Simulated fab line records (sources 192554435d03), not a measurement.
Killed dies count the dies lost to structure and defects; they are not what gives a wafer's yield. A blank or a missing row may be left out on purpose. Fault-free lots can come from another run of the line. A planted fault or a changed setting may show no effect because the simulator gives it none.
Matching of chambers ; flow n5Finfet ; 4 sister chambers for N5_BEOL_M3_ALD_84 on aldMetal-01
The step deposits TaN, pulse time 2 s, purge time 3 s, co reactant purge time 2 s. 4 wafers are shown with their chamber, then 11 later ones without.

## WAFERS, EACH WITH ITS CHAMBER
wafer;chamber;heaterPowerW (W)
L081.5;2;364
L083.5;3;388
L085.3;1;373
L086.1;0;402

## WAFERS MISSING THEIR CHAMBER
wafer;heaterPowerW (W)
L086.3;388
L086.4;372
L089.4;363
L089.5;358
L089.6;381
L092.2;350
L092.5;363
L092.6;395
L097.2;365
L097.5;385
L097.6;378

## WHICH CHAMBER EACH WENT THROUGH
wafer;from the rows above;in truth
L086.3;3;3
L086.4;can't be placed: 1 or 2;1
L089.4;can't be placed: 2 or 1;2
L089.5;can't be placed: 2 or 1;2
L089.6;can't be placed: 3 or 1 or 2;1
L092.2;can't be placed: 2 or 1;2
L092.5;can't be placed: 2 or 1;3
L092.6;can't be placed: 0 or 3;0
L097.2;can't be placed: 2 or 1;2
L097.5;can't be placed: 3 or 1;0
L097.6;can't be placed: 1 or 3 or 2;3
Correctly placed: 1 of 11. Cannot be placed on the basis of these rows: 10; the candidates contain the true chamber in 8. Number placed wrongly: 0.
How it was worked out, from the rows above alone: a wafer's distance from a chamber is the root of the sum, over the readings, of the square of ((its reading less the chamber's mean) divided by the reading's scatter). If the next closest chamber is less than 2 further off than the closest, the wafer can't be placed; otherwise it belongs to the closest. A chamber's mean is the mean of its shown wafers. The scatter: with one shown wafer a chamber, the root of the mean of the squares of how far each hidden wafer lies from its nearest shown one.
